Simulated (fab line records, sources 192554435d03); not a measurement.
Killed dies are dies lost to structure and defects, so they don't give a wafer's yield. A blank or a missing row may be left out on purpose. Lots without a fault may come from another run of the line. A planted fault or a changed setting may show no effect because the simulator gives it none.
Which tool did it? | flow n5_finfet | 8 lots, 24 wafers sampled, at 3 steps of a route of 1938

WHAT THE GAUGES READ, wafer by wafer
N5_SD_EPI_N_OVL_MEAS_10.
lot  | measured    | on         | SD_N_BLK_OVL (nm)
L700 | day 3 05:55 | overlay-01 | 0.5 -0.4 -1.8
L701 | day 3 16:47 | overlay-01 | -0.2 -0.7 -0.4
L704 | day 4 11:49 | overlay-02 | -0.5 -0.3 -0.4
L713 | day 6 13:36 | overlay-01 | 12.7 12.7 14.0
L714 | day 6 18:35 | overlay-02 | 15.1 14.9 15.5
L719 | day 8 00:23 | overlay-02 | 0.5 -0.4 0.0
L720 | day 8 07:38 | overlay-02 | 0.1 0.3 0.3
L722 | day 8 18:16 | overlay-01 | 1.3 -0.1 1.7

WHICH TOOL RAN EACH LOT (tool, then ch and the chambers of the sampled wafers, then the start)
lot  | N5_DUMMY_GATE_ETCH_29             | N5_SD_EPI_N_EXPOSE_06
L700 | rie_diel-05 ch 1,3, day 3 03:37   | arfi_scanner-03 ch 0, day 3 05:45
L701 | rie_diel-02 ch 2,3, day 3 14:19   | arfi_scanner-02 ch 0, day 3 16:38
L704 | rie_diel-02 ch 1,2,3, day 4 09:26 | arfi_scanner-03 ch 0, day 4 11:39
L713 | rie_diel-05 ch 1,2,3, day 6 10:53 | arfi_scanner-03 ch 0, day 6 13:26
L714 | rie_diel-02 ch 0,2, day 6 16:35   | arfi_scanner-03 ch 0, day 6 18:25
L719 | rie_diel-02 ch 0,1,3, day 7 21:59 | arfi_scanner-02 ch 0, day 8 00:14
L720 | rie_diel-02 ch 2,3, day 8 05:10   | arfi_scanner-02 ch 0, day 8 07:29
L722 | rie_diel-05 ch 0,1,3, day 8 16:09 | arfi_scanner-01 ch 0, day 8 18:08
- N5_DUMMY_GATE_ETCH_29: etches underlayer in N2/H2, target depth 13 nm.
- N5_SD_EPI_N_EXPOSE_06: exposes mask SD N BLK, target cd 120 nm.

THE ANSWER, worked out from the rows above alone
Rule: what is usual is taken from the lots themselves. Put in order of their means at a reading, lots are off if they are a third of the lots or fewer, leave a main group of 4 or more, and stand apart from it by a gap of 3 or more times the standard deviation of the main group's means; of several such gaps the widest counts. A main group whose means are all the same, to the digits that the tables above print for the reading, isn't used. A lot without any number at a reading at which 4 lots or more have one is off too. The other lots that the step has rows for count as sound.
Off: L713, L714, at N5_SD_EPI_N_OVL_MEAS_10 (SD_N_BLK_OVL). The main group: mean -0.0 nm, standard deviation 0.53.
A tool fits if, at a process step before that reading, it ran every lot that is off, and no sound lot after the first of them. The gauges at N5_SD_EPI_N_OVL_MEAS_10 are tried like those tools. One fits: arfi_scanner-03 at N5_SD_EPI_N_EXPOSE_06. Its last sound lot is L704 (day 4 11:39), its first lot that is off L713 (day 6 13:26): a fault that began between those two fits.

WHAT THE SIMULATOR HAD PUT IN
Scanner matching overlay: arfi_scanner-03, from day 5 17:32 on, at N5_SD_EPI_N_EXPOSE_06. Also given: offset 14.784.
Lots struck among those shown: L713, L714. The rule above found the same.
